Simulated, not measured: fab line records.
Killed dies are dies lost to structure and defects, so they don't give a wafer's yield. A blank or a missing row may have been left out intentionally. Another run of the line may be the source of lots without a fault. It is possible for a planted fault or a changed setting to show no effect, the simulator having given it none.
What tool caused it? -- flow nandHarc -- 39 wafers from 13 lots sampled at 3 of the route's 1159 steps

## WHAT THE GAUGES READ, wafer by wafer
NHARC_A_M0_INSPECT_27.
lot,measured,on,rawDefectCount
L269,day 17 22:41,defectInspect-02,544 412 446
L268,day 18 02:02,defectInspect-02,365 301 319
L271,day 18 21:36,defectInspect-01,498 363 343
L276,day 19 20:48,defectInspect-01,454 300 361
L278,day 19 22:18,defectInspect-01,406 282 412
L277,day 19 22:38,defectInspect-01,378 413 527
L279,day 20 10:52,defectInspect-01,335 326 419
L280,day 20 13:07,defectInspect-02,571 553 714
L281,day 20 15:56,defectInspect-01,283 400 336
L282,day 21 02:16,defectInspect-02,406 482 508
L284,day 21 20:31,defectInspect-01,370 353 411
L290,day 23 02:29,defectInspect-02,502 449 493
L291,day 23 02:55,defectInspect-02,584 676 363

NHARC_A_M1_CD_MEAS_09 targets a cd of 120 nm.
lot,measured,on,cdNm (nm)
L269,day 18 00:04,cdSem-02,120.3 119.8 120.2
L268,day 18 03:26,cdSem-03,120.4 121.0 120.6
L271,day 18 23:18,cdSem-03,120.6 120.1 120.3
L276,day 19 22:10,cdSem-02,119.8 120.1 120.4
L278,day 19 23:37,cdSem-01,120.8 120.1 120.9
L277,day 20 00:01,cdSem-03,120.5 120.9 120.2
L279,day 20 12:26,cdSem-02,119.3 119.5 119.7
L280,day 20 14:30,cdSem-01,120.0 120.3 120.2
L281,day 20 17:19,cdSem-01,118.8 119.3 120.0
L282,day 21 03:41,cdSem-02,120.3 120.7 120.8
L284,day 21 21:55,cdSem-02,- - -
L290,day 23 03:53,cdSem-01,120.2 120.3 120.5
L291,day 23 04:19,cdSem-02,120.8 119.8 120.3

## TOOL THAT RAN EACH LOT (tool first, then ch and the chambers of the sampled wafers, then the start)
lot,NHARC_A_M1_EXPOSE_06
L269,"arfiScanner-02 ch 0, day 17 23:55"
L268,"arfiScanner-03 ch 0, day 18 03:17"
L271,"arfiScanner-01 ch 0, day 18 23:10"
L276,"arfiScanner-01 ch 0, day 19 22:02"
L278,"arfiScanner-01 ch 0, day 19 23:29"
L277,"arfiScanner-02 ch 0, day 19 23:53"
L279,"arfiScanner-03 ch 0, day 20 12:18"
L280,"arfiScanner-01 ch 0, day 20 14:22"
L281,"arfiScanner-02 ch 0, day 20 17:11"
L282,"arfiScanner-01 ch 0, day 21 03:32"
L284,"arfiScanner-03, day 21 21:46"
L290,"arfiScanner-01 ch 0, day 23 03:46"
L291,"arfiScanner-03 ch 0, day 23 04:11"
- NHARC_A_M1_EXPOSE_06: exposes mask A M1, target cd 120 nm.

## AS READ BY THE TOOLS THEMSELVES (means over the sampled wafers that have a number; for cases with no such wafer, the mark the record gives instead)
NHARC_A_M1_EXPOSE_06.
lot,tool,exposureDoseMJCm2,focusOffsetNm (nm),reticleTempC (C)
L269,arfiScanner-02,75.09,0.7,23.05
L268,arfiScanner-03,75.38,0.5,22.98
L271,arfiScanner-01,75.16,0.4,22.91
L276,arfiScanner-01,75.09,0.3,23.06
L278,arfiScanner-01,75.08,-0.3,23.03
L277,arfiScanner-02,75.03,-0.2,23.00
L279,arfiScanner-03,75.29,-0.0,23.00
L280,arfiScanner-01,75.13,-0.1,23.07
L281,arfiScanner-02,75.04,-0.7,23.14
L282,arfiScanner-01,74.92,0.7,22.90
L284,arfiScanner-03,-,-,-
L290,arfiScanner-01,75.13,0.3,23.02
L291,arfiScanner-03,75.19,-0.1,22.99

## THE ANSWER, worked out from the rows above alone
Rule: usual is defined by the lots themselves. Put in order of their means at a reading, lots are off if they are a third of the lots or fewer, leave a main group of 4 or more, and stand apart from it by a gap of 3 or more times the standard deviation of the main group's means; of several such gaps the widest counts. Not used: any main group whose means are identical at the precision the tables above print for the reading. A lot without any number at a reading at which 4 lots or more have one is off too. Where the step has rows for the other lots, those lots are counted as sound. The gauges are gone through in route order, then the tools' own readings, and for those a lot's mean is taken as printed above. The first step at which some lot is off is used, and at that step the reading that is off furthest; a lot without a number counts as furthest.
Off at NHARC_A_M1_CD_MEAS_09 (cdNm): L284. Without a number there: L284. Main group: mean 120.2 nm, sd 0.4.
A tool fits if, at a process step before that reading, it ran every lot that is off, and no sound lot after the first of them. The gauges at NHARC_A_M1_CD_MEAS_09 aren't tried: what is off there is off at NHARC_A_M1_EXPOSE_06 too, on other tools, and a gauge's error can't cause that. None of those tried fits.

## WHAT WAS PUT IN BY THE SIMULATOR
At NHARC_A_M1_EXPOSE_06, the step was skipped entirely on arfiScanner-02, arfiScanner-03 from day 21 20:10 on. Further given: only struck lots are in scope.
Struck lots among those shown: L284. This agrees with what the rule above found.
